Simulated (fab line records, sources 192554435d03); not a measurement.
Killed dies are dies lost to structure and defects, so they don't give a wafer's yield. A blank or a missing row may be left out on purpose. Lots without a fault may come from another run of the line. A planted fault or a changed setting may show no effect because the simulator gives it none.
Split-lot experiment | flow n5_finfet | 7 lots, 21 wafers read, on a route of 1938 steps

THE SPLIT
At N5_BEOL_M13_TRENCH_ETCH_34 (etches SiOC in C4F8/O2/Ar, target depth 413.47 nm, time 162.6 s), the setting time_s was moved away from the recipe's 162.6 s on 7 of the 21 wafers read, by -16.9% to +22.3%. The other wafers ran this setting at the recipe's value.

FROM THE SPLIT TO THE READING: what the file shows between them, 10 steps
- N5_BEOL_M13_STRIP_70: strips in C4F8/O2/Ar
- N5_BEOL_M13_OCD_MEAS_35
- N5_BEOL_M13_STRIP_37: strips in N2/H2
- N5_BEOL_M13_ETCH_38: etches SiCN in CF4/N2, target depth 67.5 nm, time 71.9 s
- N5_BEOL_M13_ECD_47: material Cu, target thk 936 nm
- N5_BEOL_M13_ANNEAL_48: time 90 s
- N5_BEOL_M13_CMP_49: polishes, stops on SiOC, t overpolish 17.1 s, target thk 420 nm
- N5_BEOL_M13_THK_MEAS_50: measures by xrf
- N5_BEOL_M13_PRE_CLEAN_52: time 15 s
- N5_BEOL_M13_DEP_53: deposits SiCN from 3MS/NH3, target thk 50 nm, time 17.8 s

THE READING
M13_RS, in ohm/sq, at N5_BEOL_M13_RS_MEAS_54 (measures by four-point-probe). Fault-free wafers of this fab line usually give 0.0453 ohm/sq, standard deviation 0.0011 ohm/sq.

wafer  | tool, chamber at the split | time_s as run, s | against the recipe | M13_RS, ohm/sq | against lot-mates on the recipe
L084.3 | rie_diel-02, 1             | 135.1            | -16.9%             | 0.0553         | +0.0109
L084.4 | rie_diel-02, 0             | 162.6            | recipe             | 0.0444         | -
L084.5 | rie_diel-02, 2             | 135.1            | -16.9%             | 0.0537         | +0.0093
L090.1 | rie_diel-05, 1             | 162.6            | recipe             | 0.0454         | -
L090.2 | rie_diel-05, 0             | 162.6            | recipe             | 0.0446         | -
L090.5 | rie_diel-05, 2             | 162.6            | recipe             | 0.0455         | -
L087.1 | rie_diel-02, 0             | 162.6            | recipe             | 0.0447         | -
L087.5 | rie_diel-02, 3             | 162.6            | recipe             | 0.0456         | -
L087.6 | rie_diel-02, 0             | 162.6            | recipe             | 0.0449         | -
L088.1 | rie_diel-05, 2             | 174.5            | +7.3%              | 0.0423         | no lot-mate on the recipe
L088.4 | rie_diel-05, 1             | 174.5            | +7.3%              | 0.0418         | no lot-mate on the recipe
L088.5 | rie_diel-05, 2             | 174.5            | +7.3%              | 0.0430         | no lot-mate on the recipe
L096.3 | rie_diel-02, 3             | 162.6            | recipe             | 0.0447         | -
L096.5 | rie_diel-02, 0             | 162.6            | recipe             | 0.0447         | -
L096.6 | rie_diel-02, 3             | 162.6            | recipe             | 0.0455         | -
L093.2 | rie_diel-06, 3             | 188.4            | +15.9%             | 0.0385         | -0.0069
L093.4 | rie_diel-06, 2             | 162.6            | recipe             | 0.0438         | -
L093.5 | rie_diel-06, 1             | 162.6            | recipe             | 0.0470         | -
L095.1 | rie_diel-06, 3             | 198.8            | +22.3%             | 0.0360         | -0.0078
L095.2 | rie_diel-06, 2             | 162.6            | recipe             | 0.0439         | -
L095.5 | rie_diel-06, 2             | 162.6            | recipe             | 0.0437         | -

THE FIT
A straight line over all 21 wafers: M13_RS changes by -0.000466 ohm/sq for each +1% of time_s; r = -0.97; the points scatter about the line by 0.001 ohm/sq.
The same after taking each lot's own level away (the mean of its wafers on the recipe; 18 wafers): -0.000475 ohm/sq for each +1%; r = -0.97; scatter 0.0012 ohm/sq.
On that fit, the largest move of time_s shifts the reading by 0.011 ohm/sq.
The lots' own levels span 0.04380 to 0.04540 ohm/sq, that is 1.5 times the standard deviation above.
So the lot-to-lot level changes the slope little: the two slopes agree.
Check: with one of the wafers moved furthest among these (+22.3%) left out of the fit, the line predicts -0.0119 ohm/sq for it against its lot-mates. It came out at -0.0078 ohm/sq against them.

OTHER SPLITS ON THESE WAFERS
These wafers also went through other splits before the reading. Each is held against what the fit with the lots' levels taken away leaves over:
other split on the same wafers | wafers away from the commonest value | r with M13_RS (lot level and that fit taken away)
N5_BEOL_M11_ILD_DEP_00 time_s  | 9                                    | +0.22
N5_BEOL_M11_COAT_59 spin_rpm   | 7                                    | +0.54
N5_BEOL_M12_ETCH_68 time_s     | 9                                    | +0.12
N5_BEOL_M12_ETCH_38 time_s     | 9                                    | +0.11

THE WHOLE CHAIN: every reading that the file lists as answering this split, in the file's order
step                       | what it does                                                    | reading                                                                       | change (the file's fit)              | r (the file's)
N5_BEOL_M13_TRENCH_ETCH_34 | etches SiOC in C4F8/O2/Ar, target depth 413.47 nm, time 162.6 s | etch.depth_nm (the simulator's own value, which no gauge read)                | +4.27 nm for each +1% of the setting | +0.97
N5_BEOL_M13_OCD_MEAS_35    |                                                                 | trench_depth_nm                                                               | +4.27 nm for each +1% of the setting | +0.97
N5_BEOL_M13_CMP_49         | polishes, stops on SiOC, t overpolish 17.1 s, target thk 420 nm | Cu_of_BEOL_M13_ECD_47.thk_nm (the simulator's own value, which no gauge read) | +4.31 nm for each +1% of the setting | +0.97
N5_BEOL_M13_THK_MEAS_50    | measures by xrf                                                 | M13_THK                                                                       | +4.33 for each +1% of the setting    | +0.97
N5_BEOL_M13_RS_MEAS_54     | measures by four-point-probe                                    | M13_RS                                                                        | -0.00044 for each +1% of the setting | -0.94

THE FILE'S OWN FIT
M13_RS changes by -0.00044 ohm/sq for each +1% of time_s, r = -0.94.
